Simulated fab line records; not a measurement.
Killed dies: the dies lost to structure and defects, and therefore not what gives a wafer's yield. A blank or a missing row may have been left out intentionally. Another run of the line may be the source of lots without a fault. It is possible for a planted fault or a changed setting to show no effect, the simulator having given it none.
Split-lot study / flow n5_finfet / on a route of 1938 steps: 7 lots, 21 wafers read

## ABOUT THE SPLIT
At N5_BEOL_M5_COAT_74 (time 60 s, resist thk 5 nm), the setting spin_rpm was moved away from the recipe's 1500 rpm on 8 of the 21 wafers read, by -6.9% to +6.5%. For the rest of the wafers, this setting stayed at what the recipe calls for.

## FROM THE SPLIT TO THE READING: what the file shows between them, 3 steps
- N5_BEOL_M5_COAT_22: resist thk 30 nm
- N5_BEOL_M5_EBR_24
- N5_BEOL_M5_DESCUM_33: chemistry O2, time 7 s

## THE READING
etch.depth_nm (the simulator's own value, which no gauge read), in nm, at N5_BEOL_M5_ETCH_75 (etches underlayer in N2/H2, target depth 6.5 nm, time 5.2 s). No usual value for it is given in the file. Average 5.007 nm, standard deviation 0.01 nm, over the 13 wafers here run with the recipe.

wafer=L075.1; tool, chamber at the split=litho_track-05, 0; spin_rpm as run, rpm=1500; against the recipe=recipe; etch.depth_nm, nm=5.012; against lot-mates on the recipe=-
wafer=L075.4; tool, chamber at the split=litho_track-05, 0; spin_rpm as run, rpm=1500; against the recipe=recipe; etch.depth_nm, nm=5.007; against lot-mates on the recipe=-
wafer=L075.5; tool, chamber at the split=litho_track-05, 0; spin_rpm as run, rpm=1500; against the recipe=recipe; etch.depth_nm, nm=5.01; against lot-mates on the recipe=-
wafer=L077.4; tool, chamber at the split=litho_track-04, 0; spin_rpm as run, rpm=1444; against the recipe=-3.7%; etch.depth_nm, nm=5.125; against lot-mates on the recipe=+0.097
wafer=L077.5; tool, chamber at the split=litho_track-04, 0; spin_rpm as run, rpm=1500; against the recipe=recipe; etch.depth_nm, nm=5.028; against lot-mates on the recipe=-
wafer=L077.6; tool, chamber at the split=litho_track-04, 0; spin_rpm as run, rpm=1444; against the recipe=-3.7%; etch.depth_nm, nm=5.119; against lot-mates on the recipe=+0.091
wafer=L079.1; tool, chamber at the split=litho_track-03, 0; spin_rpm as run, rpm=1500; against the recipe=recipe; etch.depth_nm, nm=4.995; against lot-mates on the recipe=-
wafer=L079.4; tool, chamber at the split=litho_track-03, 0; spin_rpm as run, rpm=1397; against the recipe=-6.9%; etch.depth_nm, nm=5.2; against lot-mates on the recipe=+0.205
wafer=L079.6; tool, chamber at the split=litho_track-03, 0; spin_rpm as run, rpm=1397; against the recipe=-6.9%; etch.depth_nm, nm=5.197; against lot-mates on the recipe=+0.202
wafer=L082.3; tool, chamber at the split=litho_track-03, 0; spin_rpm as run, rpm=1409; against the recipe=-6.1%; etch.depth_nm, nm=5.151; against lot-mates on the recipe=no lot-mate on the recipe
wafer=L082.4; tool, chamber at the split=litho_track-03, 0; spin_rpm as run, rpm=1409; against the recipe=-6.1%; etch.depth_nm, nm=5.157; against lot-mates on the recipe=no lot-mate on the recipe
wafer=L082.5; tool, chamber at the split=litho_track-03, 0; spin_rpm as run, rpm=1409; against the recipe=-6.1%; etch.depth_nm, nm=5.172; against lot-mates on the recipe=no lot-mate on the recipe
wafer=L085.3; tool, chamber at the split=litho_track-04, 0; spin_rpm as run, rpm=1500; against the recipe=recipe; etch.depth_nm, nm=5.018; against lot-mates on the recipe=-
wafer=L085.5; tool, chamber at the split=litho_track-04, 0; spin_rpm as run, rpm=1500; against the recipe=recipe; etch.depth_nm, nm=5.007; against lot-mates on the recipe=-
wafer=L085.6; tool, chamber at the split=litho_track-04, 0; spin_rpm as run, rpm=1500; against the recipe=recipe; etch.depth_nm, nm=5.008; against lot-mates on the recipe=-
wafer=L086.2; tool, chamber at the split=litho_track-04, 0; spin_rpm as run, rpm=1500; against the recipe=recipe; etch.depth_nm, nm=4.997; against lot-mates on the recipe=-
wafer=L086.4; tool, chamber at the split=litho_track-04, 0; spin_rpm as run, rpm=1500; against the recipe=recipe; etch.depth_nm, nm=4.984; against lot-mates on the recipe=-
wafer=L086.6; tool, chamber at the split=litho_track-04, 0; spin_rpm as run, rpm=1500; against the recipe=recipe; etch.depth_nm, nm=5.005; against lot-mates on the recipe=-
wafer=L092.3; tool, chamber at the split=litho_track-03, 0; spin_rpm as run, rpm=1597; against the recipe=+6.5%; etch.depth_nm, nm=4.849; against lot-mates on the recipe=-0.163
wafer=L092.4; tool, chamber at the split=litho_track-03, 0; spin_rpm as run, rpm=1500; against the recipe=recipe; etch.depth_nm, nm=5.01; against lot-mates on the recipe=-
wafer=L092.5; tool, chamber at the split=litho_track-03, 0; spin_rpm as run, rpm=1500; against the recipe=recipe; etch.depth_nm, nm=5.014; against lot-mates on the recipe=-

FIT RESULTS
A straight line over all 21 wafers: etch.depth_nm changes by -0.0263 nm for each +1% of spin_rpm; r = -0.99; the points scatter about the line by 0.012 nm.
The same after taking each lot's own level away (the mean of its wafers on the recipe; 18 wafers): -0.0276 nm for each +1%; r = -1.00; scatter 0.0083 nm.
The reading moves by 0.19 nm for the largest change in spin_rpm, on that fit.
Across the lots, their own levels run from 4.9950 to 5.0280 nm, a range of 3.1 times the standard deviation given above.
Hence the lot-to-lot level has little effect on the slope; both slopes agree.
Check: with one of the wafers moved furthest among these (-6.9%) left out of the fit, the line predicts +0.185 nm for it against its lot-mates. Against them it came out at +0.205 nm.

## OTHER SPLITS APPLIED TO THESE WAFERS
Other splits were also applied to these wafers ahead of the reading. Each is held against what the fit with the lots' levels taken away leaves over:
other split on the same wafers=N5_BEOL_M2_COAT_67 spin_rpm; wafers away from the commonest value=7; r with etch.depth_nm (lot level and that fit taken away)=+0.02
other split on the same wafers=N5_BEOL_M3_COAT_05 spin_rpm; wafers away from the commonest value=4; r with etch.depth_nm (lot level and that fit taken away)=-0.23
other split on the same wafers=N5_BEOL_M3_ETCH_70 source_w; wafers away from the commonest value=4; r with etch.depth_nm (lot level and that fit taken away)=-0.24
other split on the same wafers=N5_BEOL_M4_COAT_73 spin_rpm; wafers away from the commonest value=5; r with etch.depth_nm (lot level and that fit taken away)=-0.12
other split on the same wafers=N5_BEOL_M5_ILD_DEP_00 time_s; wafers away from the commonest value=6; r with etch.depth_nm (lot level and that fit taken away)=+0.24
other split on the same wafers=N5_BEOL_M5_PECVD_70 time_s; wafers away from the commonest value=6; r with etch.depth_nm (lot level and that fit taken away)=-0.21
other split on the same wafers=N5_BEOL_M5_COAT_66 spin_rpm; wafers away from the commonest value=7; r with etch.depth_nm (lot level and that fit taken away)=-0.21

## FILE'S OWN FIT
etch.depth_nm changes by -0.0272 nm for each +1% of spin_rpm, r = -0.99.
